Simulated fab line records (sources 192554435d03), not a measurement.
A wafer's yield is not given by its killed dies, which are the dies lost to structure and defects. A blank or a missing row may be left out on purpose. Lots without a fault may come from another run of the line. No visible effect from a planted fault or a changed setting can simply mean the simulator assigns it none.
fab line records	flow n5-finfet
[record] lots = 14	wafers = 40	last-day = 17
route steps=1938 shown BEOL_M1@817 BEOL_M2@843 BEOL_M4@1111
lots that met no fault: from a run of the same line without faults
start-h: start of the lot's first displayed wafer, in hours after the record's first day	wait-h: time in hours since the lot's previous step	" the same as in the row above	L1.1+2: one row covering several wafers at once	- no value, or no start was given	* or withheld: withheld	< > ~ a bound
route shown NAME@n: names a module that has steps shown in the file, with the first one's number in the route	usual: mean/standard deviation of fault-free wafers	same: alike in all rows	chamber/n: place in a boat	sites: readings site by site	_std_site: the standard deviation of these	_edge_site: the outer-site mean with the inner-site mean subtracted	radius-mm: for every site, how far away it sits from the centre of the wafer	mask NAME#n: copy n	behind: the most recent tool/chamber to have shaped the wafer	hold: why the lot was held/for how many hours/how that ended	device: the n, p or np transistor that did not switch	end of line: tests of these same wafers at the route's end	a step without rows: its recipe alone	killed: dies that structure and defects cost at the first sort, which is not the same as the wafer's yield	map: per-die view of a wafer (x killed, . not killed, _ where there is no die)
set.NAME: setting as actually run; set.NAME@STEP: the setting as run at that earlier step	model.NAME: the simulator's own value behind a step, which no gauge read
route steps across a sampled set of lots; one table per step, one row per wafer
services: from which hour (start-h, from the record's first day; less than 0 if before it) a tool's chamber was out of use, for how many hours, and why
[[steps]]
[step N5_BEOL_M1_ANNEAL_80]
[recipe] temp-c = 400	time-s = 240	ambient = vacuum
[usual] heater-power-w = 824/62
lot.wafer	tool	chamber	start-h	wait-h	heater-power-w
L165.3	pvd-sputter-01	-	129.41	0.0	806
L165.5	"	-	"	"	794
L165.6	"	-	"	"	855
L167.2	pvd-sputter-01	-	144.70	0.0	853
L167.5	"	-	"	"	919
L167.6	"	-	"	"	737
L168.1	pvd-sputter-03	-	152.60	0.0	766
L168.3	"	-	"	"	830
L168.6	"	-	"	"	841
L169.3	pvd-sputter-02	-	157.66	0.0	768
L169.5	"	-	"	"	868
L169.6	"	-	"	"	741
L171.4	pvd-sputter-02	-	173.29	0.0	864
L171.6	"	-	"	"	876
L177.2	pvd-sputter-03	-	201.75	0.0	748
L177.3	"	-	"	"	886
L177.6	"	-	"	"	896
L180.1	pvd-sputter-03	-	212.96	0.0	741
L180.4	"	-	"	"	898
L180.6	"	-	"	"	942
L178.1	pvd-sputter-02	-	215.89	0.0	750
L178.2	"	-	"	"	891
L178.4	"	-	"	"	795
L181.1	pvd-sputter-02	-	223.36	0.0	790
L181.3	"	-	"	"	780
L181.4	"	-	"	"	735
L182.2	pvd-sputter-03	-	229.77	0.0	880
L182.4	"	-	"	"	742
L182.6	"	-	"	"	739
L184.2	pvd-sputter-02	-	243.39	0.0	800
L184.3	"	-	"	"	874
L184.5	"	-	"	"	787
L185.2	pvd-sputter-01	-	250.81	0.0	914
L185.4	"	-	"	"	721
L186.2	pvd-sputter-01	-	258.46	0.0	862
L186.3	"	-	"	"	782
L186.4	"	-	"	"	733
L187.2	pvd-sputter-01	-	268.56	0.0	808
L187.3	"	-	"	"	875
L187.6	"	-	"	"	869
[step N5_BEOL_M2_PECVD_72]
[recipe] material = SiO2	target-thk-a = 160	temp-c = 400	precursor = TEOS/O2	pressure-torr = 5.5	rf-w = 450	teos-flow-sccm = 53.8	gas = O2	flow-sccm = 3000	time-s = 18
[usual] heater-power-w = 721/100	showerhead-plenum-p-Torr = 8.76/0.051	throttle-valve-pct = 22.7/1.8
lot.wafer	tool	chamber	start-h	wait-h	heater-power-w	showerhead-plenum-p-Torr	throttle-valve-pct
L165.3	pecvd-04	0	132.41	0.0	664	8.63	22.4
L165.5	"	1	"	"	802	8.77	26.0
L165.6	"	0	"	"	659	8.64	22.4
L167.2	pecvd-01	2	147.37	0.0	590	8.80	20.5
L167.5	"	2	"	"	588	8.78	20.5
L167.6	"	1	"	"	581	8.74	25.2
L168.1	pecvd-02	2	155.30	0.0	554	8.78	23.0
L168.3	"	0	"	"	723	8.69	21.9
L168.6	"	2	"	"	564	8.79	22.6
L169.3	pecvd-02	1	160.39	0.0	863	8.82	23.4
L169.5	"	2	"	"	673	8.80	22.8
L169.6	"	0	"	"	839	8.71	22.3
L171.4	pecvd-01	2	175.98	0.1	564	8.77	20.4
L171.6	"	1	"	"	717	8.73	25.1
L177.2	pecvd-01	2	204.69	0.0	666	8.80	20.4
L177.3	"	1	"	"	705	8.72	25.0
L177.6	"	0	"	"	867	8.78	22.2
L180.1	pecvd-01	1	215.69	0.0	698	8.73	24.9
L180.4	"	1	"	"	705	8.74	24.7
L180.6	"	2	"	"	518	8.79	20.3
L178.1	pecvd-02	0	218.87	0.0	827	8.67	22.4
L178.2	"	1	"	"	844	8.85	23.3
L178.4	"	0	"	"	795	8.71	22.3
L181.1	pecvd-01	0	226.20	0.0	887	8.79	22.2
L181.3	"	1	"	"	696	8.74	24.6
L181.4	"	1	"	"	701	8.73	24.9
L182.2	pecvd-01	1	232.48	0.0	666	8.72	24.8
L182.4	"	2	"	"	643	8.78	20.4
L182.6	"	0	"	"	752	8.78	22.2
L184.2	pecvd-01	2	246.08	0.0	569	8.77	20.8
L184.3	"	0	"	"	807	8.75	22.4
L184.5	"	2	"	"	569	8.79	20.4
L185.2	pecvd-01	1	253.54	0.0	699	8.73	24.6
L185.4	"	2	"	"	639	8.77	20.2
L186.2	pecvd-02	1	261.18	0.0	860	8.82	23.2
L186.3	"	2	"	"	639	8.76	20.6
L186.4	"	1	"	"	852	8.85	23.3
L187.2	pecvd-01	2	271.39	0.0	550	8.78	20.4
L187.3	"	2	"	"	548	8.75	20.4
L187.6	"	2	"	"	563	8.77	20.5
[step N5_BEOL_M2_ETCH_74]
[recipe] chemistry = N2/H2	target = underlayer	target-depth-a = 65	mask-material = CAR-EUV	time-s = 5.2	ion-energy-ev = 200	pressure-mtorr = 30	source-w = 840	bias-w = 150	n2-flow-sccm = 200	h2-flow-sccm = 200	ends = cleared
[usual] bias-w = 150.0/0.49	chamber-pressure-mTorr = 30.01/0.041	drypump-motor-current-A = 5.7/0.39	etch-rf-on-time-s = 5.17/0.13	oes-product-au = 0.66/0.072	rf-vpp-V = 523.7/2.4	showerhead-plenum-p-Torr = 2.53/0.081	throttle-valve-pct = 18.00/0.2
lot.wafer	tool	chamber	start-h	wait-h	bias-w	chamber-pressure-mTorr	drypump-motor-current-A	etch-rf-on-time-s	oes-product-au	rf-hours-counter-h	rf-vpp-V	showerhead-plenum-p-Torr	throttle-valve-pct
L165.3	rie-diel-06	3	133.55	0.0	149.6	30.00	5.9	5.36	0.59	229	521.2	2.51	18.41
L165.5	"	0	"	"	149.2	29.97	5.9	5.05	0.59	-	526.0	2.58	17.96
L165.6	"	3	"	"	149.6	30.01	5.9	5.38	0.59	-	524.1	2.51	18.40
L167.2	rie-diel-06	2	149.49	0.0	149.9	30.02	5.3	5.07	0.62	198	520.3	2.42	18.11
L167.5	"	3	"	"	149.8	29.99	6.0	5.37	0.60	-	522.8	2.51	18.42
L167.6	"	0	"	"	150.2	30.07	6.0	4.97	0.57	-	526.8	2.58	17.98
L168.1	rie-diel-04	3	157.64	0.0	150.2	29.94	5.7	5.23	0.62	192	523.5	2.52	18.14
L168.3	"	1	"	"	149.4	30.04	5.4	4.94	0.78	49	524.3	2.58	17.88
L168.6	"	0	"	"	150.7	30.07	6.1	5.27	0.67	-	520.3	2.45	17.70
L169.3	rie-diel-04	3	162.88	0.0	149.8	29.97	5.7	5.25	0.62	193	526.1	2.52	18.11
L169.5	"	1	"	"	150.7	29.93	5.4	5.00	0.77	-	525.1	2.58	17.87
L169.6	"	0	"	"	149.3	30.02	6.2	5.28	0.68	-	519.9	2.45	17.69
L171.4	rie-diel-04	2	176.86	0.0	150.6	29.97	6.4	5.24	0.62	183	520.1	2.44	17.86
L171.6	"	0	"	"	149.5	29.97	6.1	5.27	0.67	-	523.5	2.44	17.69
L177.2	rie-diel-06	3	206.26	0.0	148.9	29.99	5.9	5.40	0.57	261	524.6	2.50	18.46
L177.3	"	2	"	"	149.4	29.97	5.3	5.19	0.62	224	519.5	2.41	18.12
L177.6	"	1	"	"	149.7	30.01	6.1	5.40	0.60	-	524.9	2.60	18.11
L180.1	rie-diel-04	3	218.11	0.0	149.3	30.06	5.7	5.23	0.62	212	522.8	2.51	18.18
L180.4	"	1	"	"	149.6	29.95	5.4	4.99	0.74	69	524.2	2.57	17.92
L180.6	"	3	"	"	149.7	30.00	5.7	5.26	0.61	-	524.4	2.51	18.15
L178.1	rie-diel-06	0	219.89	0.0	150.4	29.96	6.0	4.82	0.89	1	525.7	2.57	17.53
L178.2	"	1	"	"	150.3	30.00	6.1	5.27	0.60	253	524.9	2.59	18.11
L178.4	"	1	"	"	150.2	30.03	6.1	5.27	0.60	-	524.8	2.59	18.12
L181.1	rie-diel-02	3	228.79	0.0	149.1	30.03	5.8	5.02	0.71	75	529.0	2.67	17.81
L181.3	"	2	"	"	150.1	30.01	5.0	5.29	0.60	218	521.9	2.51	17.97
L181.4	"	0	"	"	149.5	30.06	5.3	5.14	0.73	63	525.1	2.58	18.07
L182.2	rie-diel-02	0	233.60	0.0	150.5	29.97	5.3	5.11	0.72	64	522.8	2.58	18.06
L182.4	"	1	"	"	150.4	30.01	5.5	5.17	0.60	220	523.7	2.62	18.13
L182.6	"	1	"	"	150.2	30.00	5.6	5.14	0.61	-	525.3	2.63	18.16
L184.2	rie-diel-02	1	247.07	0.0	149.2	29.98	5.5	5.24	0.59	224	526.7	2.62	18.18
L184.3	"	2	"	"	150.5	30.01	5.0	5.27	0.61	224	524.5	2.50	17.96
L184.5	"	2	"	"	150.4	30.07	5.0	5.22	0.60	-	523.7	2.50	17.94
L185.2	rie-diel-02	1	256.76	0.0	150.6	29.94	5.6	5.16	0.60	228	526.9	2.62	18.17
L185.4	"	0	"	"	149.2	30.03	5.3	5.11	0.71	72	525.7	2.58	18.11
L186.2	rie-diel-06	3	266.55	0.0	150.0	30.03	6.0	5.31	0.79	13	522.4	2.49	17.99
L186.3	"	2	"	"	149.5	30.10	5.3	5.15	0.60	247	519.6	2.40	18.16
L186.4	"	0	"	"	150.0	29.97	6.0	4.86	0.83	19	523.0	2.57	17.60
L187.2	rie-diel-02	0	273.19	0.0	150.2	30.02	5.3	5.25	0.70	78	526.4	2.58	18.11
L187.3	"	1	"	"	149.1	29.99	5.5	5.17	0.59	234	524.3	2.62	18.17
L187.6	"	0	"	"	150.3	29.97	5.3	5.20	0.71	-	524.9	2.58	18.12
[step N5_BEOL_M2_ETCH_63]
[recipe] chemistry = CF4	target = SiARC	target-depth-a = 156	mask-material = CAR-EUV	time-s = 26	ion-energy-ev = 80	pressure-mtorr = 40	source-w = 545	bias-w = 36	Ar_flow_sccm = 100	cf4-flow-sccm = 100	ends = cleared
[usual] bias-w = 36.00/0.11	cf4-flow-sccm = 100.04/0.29	drypump-motor-current-A = 5.7/0.39	etch-rf-on-time-s = 25.9/0.61	oes-product-au = 0.66/0.073	rf-vpp-V = 183.9/1.1	showerhead-plenum-p-Torr = 2.14/0.063	throttle-valve-pct = 15.79/0.22
lot.wafer	tool	chamber	start-h	wait-h	bias-w	cf4-flow-sccm	drypump-motor-current-A	etch-rf-on-time-s	oes-product-au	rf-hours-counter-h	rf-vpp-V	showerhead-plenum-p-Torr	throttle-valve-pct
L165.3	rie-diel-06	3	133.57	0.0	36.07	99.58	5.9	26.6	0.59	229	183.7	2.11	16.20
L165.5	"	0	"	"	36.02	99.60	6.0	25.3	0.58	-	184.8	2.18	15.76
L165.6	"	3	"	"	36.33	99.98	5.9	26.8	0.59	-	184.8	2.11	16.20
L167.2	rie-diel-06	2	149.51	0.0	35.93	100.04	5.3	25.7	0.63	198	183.2	2.05	15.83
L167.5	"	3	"	"	35.94	100.29	6.0	27.0	0.59	-	182.8	2.11	16.22
L167.6	"	0	"	"	36.02	99.70	5.9	25.2	0.57	-	184.9	2.18	15.76
L168.1	rie-diel-04	3	157.66	0.0	36.07	100.22	5.7	26.3	0.62	192	182.7	2.14	15.98
L168.3	"	1	"	"	35.89	100.51	5.4	25.3	0.76	49	183.2	2.16	15.55
L168.6	"	0	"	"	35.86	100.37	6.2	26.6	0.67	-	183.1	2.08	15.61
L169.3	rie-diel-04	3	162.89	0.0	36.09	100.02	5.6	25.9	0.62	193	183.4	2.14	15.98
L169.5	"	1	"	"	35.88	99.99	5.4	24.9	0.77	-	183.9	2.16	15.55
L169.6	"	0	"	"	35.95	99.51	6.1	26.4	0.67	-	182.4	2.08	15.62
L171.4	rie-diel-04	2	176.88	0.0	35.84	100.14	6.4	26.2	0.63	183	181.8	2.04	15.61
L171.6	"	0	"	"	36.00	100.53	6.1	26.0	0.67	-	182.6	2.08	15.63
L177.2	rie-diel-06	3	206.27	0.0	-	-	-	-	-	-	-	-	-
L177.3	"	2	"	"	-	-	-	-	-	-	-	-	-
L177.6	"	1	"	"	-	-	-	-	-	-	-	-	-
L180.1	rie-diel-04	3	218.12	0.0	35.84	99.93	5.7	26.2	0.61	212	184.7	2.14	16.04
L180.4	"	1	"	"	36.15	100.39	5.4	24.7	0.76	69	183.1	2.16	15.60
L180.6	"	3	"	"	35.97	99.89	5.7	26.1	0.61	-	185.1	2.14	15.99
L178.1	rie-diel-06	0	219.91	0.0	-	-	-	-	-	-	-	-	-
L178.2	"	1	"	"	-	-	-	-	-	-	-	-	-
L178.4	"	1	"	"	-	-	-	-	-	-	-	-	-
L181.1	rie-diel-02	3	228.80	0.0	35.85	100.24	5.7	25.6	0.70	75	186.5	2.24	15.47
L181.3	"	2	"	"	36.10	100.16	5.0	26.6	0.60	218	183.7	2.14	15.85
L181.4	"	0	"	"	35.88	100.06	5.4	26.2	0.71	63	183.8	2.18	15.83
L182.2	rie-diel-02	0	233.62	0.0	36.11	100.34	5.3	26.2	0.72	64	184.1	2.18	15.82
L182.4	"	1	"	"	35.87	100.11	5.5	25.9	0.60	220	185.2	2.21	15.99
L182.6	"	1	"	"	35.90	100.23	5.5	25.6	0.60	-	183.9	2.21	15.99
L184.2	rie-diel-02	1	247.09	0.0	35.95	99.66	5.5	25.3	0.60	224	185.2	2.21	16.00
L184.3	"	2	"	"	36.06	99.61	5.0	25.8	0.60	224	184.1	2.13	15.85
L184.5	"	2	"	"	35.90	99.44	5.0	25.9	0.60	-	183.4	2.13	15.86
L185.2	rie-diel-02	1	256.78	0.0	35.91	99.68	5.5	25.4	0.60	228	185.3	2.21	16.01
L185.4	"	0	"	"	36.10	99.44	5.3	25.5	0.71	72	184.7	2.18	15.82
L186.2	rie-diel-06	3	266.57	0.0	35.95	100.15	5.9	26.1	0.79	13	182.2	2.09	15.76
L186.3	"	2	"	"	36.05	99.77	5.3	25.7	0.60	247	183.8	2.03	15.94
L186.4	"	0	"	"	35.91	100.11	5.9	24.2	0.83	19	184.1	2.16	15.29
L187.2	rie-diel-02	0	273.21	0.0	36.12	99.67	5.3	25.9	0.71	78	184.7	2.18	15.85
L187.3	"	1	"	"	36.05	99.99	5.5	25.8	0.60	234	183.8	2.21	16.02
L187.6	"	0	"	"	35.86	99.74	5.3	25.6	0.71	-	184.1	2.18	15.85
[step N5_BEOL_M2_ETCH_64]
[recipe] chemistry = N2/H2	target = SOC	target-depth-a = 750	overetch-a = 225	mask-material = SiARC	temp-c = 40	time-s = 121.9	ion-energy-ev = 200	pressure-mtorr = 30	source-w = 840	bias-w = 150	n2-flow-sccm = 200	h2-flow-sccm = 200
[usual] bias-w = 150.0/0.38	chamber-pressure-mTorr = 30.00/0.031	drypump-motor-current-A = 5.7/0.39	oes-product-au = 0.58/0.058	rf-vpp-V = 523.6/2.3	showerhead-plenum-p-Torr = 2.53/0.081	temp-c = 39.99/0.11	throttle-valve-pct = 17.95/0.2
lot.wafer	tool	chamber	start-h	wait-h	bias-w	chamber-pressure-mTorr	drypump-motor-current-A	oes-product-au	rf-hours-counter-h	rf-vpp-V	showerhead-plenum-p-Torr	temp-c	throttle-valve-pct
L165.3	rie-diel-06	3	133.60	0.0	149.6	29.99	6.0	0.54	229	522.9	2.51	39.78	18.37
L165.5	"	0	"	"	149.8	30.00	6.0	0.51	-	524.9	2.59	39.73	17.94
L165.6	"	3	"	"	150.4	30.00	6.0	0.54	-	522.9	2.51	39.83	18.37
L167.2	rie-diel-06	2	149.54	0.0	150.2	30.04	5.3	0.56	198	521.2	2.42	40.03	18.04
L167.5	"	3	"	"	150.7	30.03	5.9	0.53	-	523.3	2.51	39.86	18.36
L167.6	"	0	"	"	150.0	30.02	5.9	0.51	-	525.7	2.58	40.03	17.94
L168.1	rie-diel-04	3	157.69	0.0	150.5	30.06	5.6	0.55	192	522.8	2.52	40.00	18.08
L168.3	"	1	"	"	149.9	30.01	5.4	0.67	49	523.9	2.58	39.83	17.85
L168.6	"	0	"	"	149.8	30.05	6.2	0.60	-	522.3	2.45	40.02	17.64
L169.3	rie-diel-04	3	162.92	0.0	150.2	30.04	5.7	0.56	193	522.6	2.52	39.95	18.06
L169.5	"	1	"	"	149.6	30.01	5.4	0.66	-	524.4	2.58	40.04	17.84
L169.6	"	0	"	"	149.9	30.03	6.1	0.60	-	522.4	2.44	39.99	17.66
L171.4	rie-diel-04	2	176.91	0.0	150.8	30.03	6.4	0.56	183	519.0	2.44	39.91	17.83
L171.6	"	0	"	"	149.1	29.99	6.2	0.60	-	521.1	2.44	40.07	17.67
L177.2	rie-diel-06	3	206.30	0.0	149.9	29.96	5.9	0.25	261	524.5	2.50	39.91	18.38
L177.3	"	2	"	"	149.6	30.00	5.3	0.27	224	520.8	2.41	40.01	18.06
L177.6	"	1	"	"	149.9	29.99	6.1	0.27	-	526.5	2.60	39.98	18.04
L180.1	rie-diel-04	3	218.15	0.0	149.9	29.95	5.6	0.54	212	521.8	2.51	39.94	18.11
L180.4	"	1	"	"	150.1	29.96	5.4	0.65	69	524.7	2.57	40.00	17.89
L180.6	"	3	"	"	149.4	30.02	5.7	0.54	-	522.9	2.51	39.81	18.11
L178.1	rie-diel-06	0	219.94	0.0	150.1	30.02	5.9	0.37	1	525.7	2.57	40.02	17.43
L178.2	"	1	"	"	150.6	30.00	6.1	0.26	253	525.9	2.59	39.98	18.05
L178.4	"	1	"	"	149.9	30.00	6.1	0.26	-	525.4	2.59	40.01	18.04
L181.1	rie-diel-02	3	228.83	0.0	150.5	30.06	5.8	0.63	75	527.4	2.67	40.05	17.78
L181.3	"	2	"	"	150.0	30.02	5.0	0.53	218	522.9	2.51	40.15	17.90
L181.4	"	0	"	"	149.3	29.98	5.3	0.64	63	525.5	2.58	39.84	18.04
L182.2	rie-diel-02	0	233.65	0.0	150.1	30.00	5.3	0.64	64	524.1	2.58	39.82	18.03
L182.4	"	1	"	"	149.7	29.98	5.5	0.53	220	524.0	2.63	39.88	18.12
L182.6	"	1	"	"	149.9	30.02	5.5	0.54	-	525.8	2.63	39.89	18.10
L184.2	rie-diel-02	1	247.12	0.0	150.3	29.98	5.6	0.53	224	525.5	2.62	40.07	18.10
L184.3	"	2	"	"	150.0	29.96	5.0	0.54	224	522.9	2.50	40.00	17.91
L184.5	"	2	"	"	149.5	30.01	5.0	0.54	-	522.4	2.50	40.07	17.94
L185.2	rie-diel-02	1	256.80	0.0	150.2	30.02	5.6	0.52	228	525.5	2.62	40.21	18.11
L185.4	"	0	"	"	149.6	29.95	5.3	0.63	72	526.5	2.58	40.02	18.04
L186.2	rie-diel-06	3	266.60	0.0	150.0	30.01	5.9	0.70	13	521.8	2.49	40.03	17.92
L186.3	"	2	"	"	150.2	30.03	5.3	0.53	247	519.9	2.40	40.09	18.12
L186.4	"	0	"	"	150.4	30.01	5.9	0.71	19	525.8	2.57	40.01	17.52
L187.2	rie-diel-02	0	273.23	0.0	150.0	30.03	5.3	0.63	78	524.7	2.58	40.01	18.07
L187.3	"	1	"	"	149.5	29.99	5.6	0.52	234	525.0	2.62	39.86	18.14
L187.6	"	0	"	"	150.0	30.03	5.3	0.62	-	524.1	2.58	40.00	18.06
[step N5_BEOL_M2_CD_MEAS_18]
[recipe] pitch-nm = 36	target-cd-nm = 18
[usual] cd-nm = 18.1/0.42
lot.wafer	tool	chamber	start-h	wait-h	cd-nm
L165.3	cd-sem-02	-	133.95	0.1	18.3
L165.5	"	-	"	"	17.9
L165.6	"	-	"	"	18.2
L167.2	cd-sem-02	-	149.89	0.1	18.5
L167.5	"	-	"	"	18.1
L167.6	"	-	"	"	18.5
L168.1	cd-sem-01	-	158.04	0.0	18.0
L168.3	"	-	"	"	18.4
L168.6	"	-	"	"	17.8
L169.3	cd-sem-02	-	163.37	0.1	18.1
L169.5	"	-	"	"	18.2
L169.6	"	-	"	"	18.3
L171.4	cd-sem-01	-	177.28	0.1	18.4
L171.6	"	-	"	"	17.7
L177.2	cd-sem-03	-	206.66	0.1	-
L177.3	"	-	"	"	-
L177.6	"	-	"	"	-
L180.1	cd-sem-02	-	218.65	0.0	17.7
L180.4	"	-	"	"	17.8
L180.6	"	-	"	"	17.5
L178.1	cd-sem-01	-	220.29	0.0	-
L178.2	"	-	"	"	-
L178.4	"	-	"	"	-
L181.1	cd-sem-03	-	229.19	0.0	17.7
L181.3	"	-	"	"	18.1
L181.4	"	-	"	"	18.2
L182.2	cd-sem-03	-	234.18	0.1	17.9
L182.4	"	-	"	"	17.9
L182.6	"	-	"	"	18.3
L184.2	cd-sem-01	-	247.48	0.1	18.4
L184.3	"	-	"	"	17.9
L184.5	"	-	"	"	17.7
L185.2	cd-sem-03	-	257.16	0.1	18.7
L185.4	"	-	"	"	17.9
L186.2	cd-sem-01	-	266.95	0.1	18.2
L186.3	"	-	"	"	18.3
L186.4	"	-	"	"	18.4
L187.2	cd-sem-03	-	273.70	0.1	17.7
L187.3	"	-	"	"	18.7
L187.6	"	-	"	"	17.5
[step N5_BEOL_M4_RC_MEAS_101]
[usual] DIBL_N = 36.3/1.6	DIBL_P = 36.2/2.1	IOFF_N = 0.16/0.031	IOFF_P = 0.21/0.034	ION_N = 673/11	ION_P = 461/7.4	SS_N = 71.6/0.55	SS_P = 73.3/0.66	VT_N = 251/3.2	VT_P = -251/3.5
lot.wafer	tool	chamber	start-h	wait-h	DIBL_N[mV/V]	DIBL_P[mV/V]	IOFF_N[nA/um]	IOFF_P[nA/um]	ION_N[uA/um]	ION_P[uA/um]	SS_N[mV/dec]	SS_P[mV/dec]	VT_N[mV]	VT_P[mV]
L165.3	prober-02	0	159.98	0.3	36.3	36.0	0.14	0.21	683	471	71.0	73.8	254	-254
L165.5	"	0	"	"	36.8	36.5	0.14	0.21	665	462	71.5	73.4	253	-253
L165.6	"	0	"	"	38.4	37.9	0.17	0.25	676	464	71.2	74.0	250	-251
L167.2	prober-01	0	180.04	0.2	37.1	37.1	0.18	0.21	673	458	72.1	74.2	248	-250
L167.5	"	0	"	"	34.0	33.1	0.12	0.16	648	447	71.8	72.7	254	-255
L167.6	"	0	"	"	35.2	35.2	0.15	0.18	679	456	72.0	73.1	250	-254
L168.1	prober-02	0	185.05	0.0	36.0	35.8	0.14	0.22	661	460	72.0	73.4	255	-250
L168.3	"	0	"	"	38.8	39.2	0.20	0.28	679	467	71.9	74.3	249	-244
L168.6	"	0	"	"	38.9	39.4	0.19	0.28	675	473	72.2	74.7	248	-244
L169.3	prober-01	0	188.45	0.3	34.0	34.1	0.12	0.20	665	465	70.5	73.1	253	-249
L169.5	"	0	"	"	35.5	35.7	0.15	0.21	666	461	70.8	73.2	251	-247
L169.6	"	0	"	"	32.7	32.4	0.11	0.18	669	468	70.6	72.9	256	-252
L171.4	prober-01	0	205.19	0.5	34.9	34.1	0.12	0.17	655	452	70.8	72.7	253	-255
L171.6	"	0	"	"	36.1	35.5	0.14	0.18	669	454	71.9	72.6	255	-254
L180.1	prober-02	0	245.44	0.0	37.3	38.7	0.19	0.27	687	475	71.9	73.0	245	-241
L180.4	"	0	"	"	33.8	33.8	0.12	0.20	680	476	70.7	72.2	252	-248
L180.6	"	0	"	"	35.9	36.8	0.17	0.24	680	469	71.6	73.1	247	-244
L181.1	prober-02	0	253.81	0.0	36.2	33.6	0.13	0.19	663	451	71.1	72.5	253	-255
L181.3	"	0	"	"	38.6	36.5	0.18	0.23	679	464	71.7	73.8	252	-248
L181.4	"	0	"	"	35.8	33.4	0.13	0.19	653	456	71.4	73.3	253	-254
L182.2	prober-01	0	261.83	0.2	37.7	38.2	0.18	0.22	687	465	71.7	73.5	249	-252
L182.4	"	0	"	"	37.0	36.0	0.15	0.20	668	461	72.2	73.6	250	-255
L182.6	"	0	"	"	38.1	37.4	0.19	0.23	676	464	72.0	73.1	250	-248
L184.2	prober-01	0	273.49	0.2	36.9	37.1	0.16	0.18	670	454	71.6	73.1	251	-258
L184.3	"	0	"	"	33.8	33.7	0.11	0.13	662	446	70.9	72.7	256	-262
L184.5	"	0	"	"	36.6	37.1	0.16	0.17	682	459	71.5	73.2	249	-258
L185.2	prober-01	0	281.13	0.2	36.8	35.2	0.15	0.19	667	454	71.3	73.0	253	-254
L185.4	"	0	"	"	38.1	37.4	0.17	0.21	689	464	71.6	74.0	246	-253
L186.2	prober-01	0	295.65	0.2	34.2	32.7	0.10	0.14	656	455	70.4	71.8	257	-254
L186.3	"	0	"	"	37.2	37.0	0.15	0.19	667	456	71.2	72.6	251	-253
L186.4	"	0	"	"	36.9	36.4	0.14	0.19	666	463	71.6	72.9	252	-255
L187.2	prober-01	0	298.01	0.2	37.9	38.5	0.19	0.23	687	466	71.7	74.6	248	-249
L187.3	"	0	"	"	39.1	41.1	0.23	0.28	697	472	73.3	74.0	245	-248
L187.6	"	0	"	"	39.1	41.7	0.25	0.29	708	478	72.5	74.3	243	-248
[[services]]
tool	chamber	start-h	hours	kind
rie-diel-04	3	109.30	9.0	repair
pvd-sputter-03	-	116.95	1.2	repair
pecvd-04	-	135.85	0.9	repair
pecvd-04	1	148.80	8.8	repair
pecvd-01	0	155.28	4.9	repair
pecvd-04	-	157.10	2.5	repair
rie-diel-02	1	162.23	15.8	repair
pecvd-04	-	166.30	2.6	repair
pecvd-02	0	180.51	9.0	repair
pecvd-02	-	191.19	0.5	repair
pecvd-01	-	191.75	2.8	pm
rie-diel-02	-	192.75	0.2	repair
rie-diel-06	0	198.38	-	clean
rie-diel-06	0	198.38	-	consumable-replace:focus-ring
rie-diel-06	0	198.38	20.0	scheduled-down
rie-diel-06	0	198.38	20.0	vent-cycle
rie-diel-04	0	208.52	8.1	repair
rie-diel-06	3	218.47	-	clean
rie-diel-06	3	218.47	-	consumable-replace:focus-ring
rie-diel-06	-	224.00	4.3	pm
pecvd-04	-	238.23	0.5	repair
pecvd-02	-	250.62	2.8	pm
pecvd-04	0	251.52	12.3	repair
rie-diel-02	2	266.21	11.0	repair
[[key]]
[first-sign] step = N5_BEOL_M2_ETCH_63	reading = tool-record	direction = missing
[effect] step = N5_BEOL_M2_ETCH_64	reading = oes-product-au	direction = down	sigmas = 5.2	usual = 0.58	struck = 0.28
[effect] step = N5_BEOL_M2_CD_MEAS_18	reading = cd-nm	direction = missing
met-at N5_BEOL_M2_ETCH_63
struck-lots L177,L178
later-rows-left-out L177.2,L177.3,L177.6,L178.1,L178.2,L178.4
sort-left-out L177.2,L177.3,L177.6,L178.1,L178.2,L178.4
not-acting-at N5_BEOL_M1_ANNEAL_80,N5_BEOL_M2_PECVD_72,N5_BEOL_M2_ETCH_74
onset-between 149.51 206.27
[fault] kind = skipped-step-whole	tool = rie-diel-06	chamber = -	onset-h = 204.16	steps = N5_BEOL_M2_ETCH_63	scope = struck-lots-only
// sort-left-out: the simulated sort isn't trusted on such a fault, so these wafers' sort isn't shown, and their yield isn't known
// later-rows-left-out: the simulator's readings of these wafers behind a module that went badly wrong aren't trusted and aren't shown, but for the sort
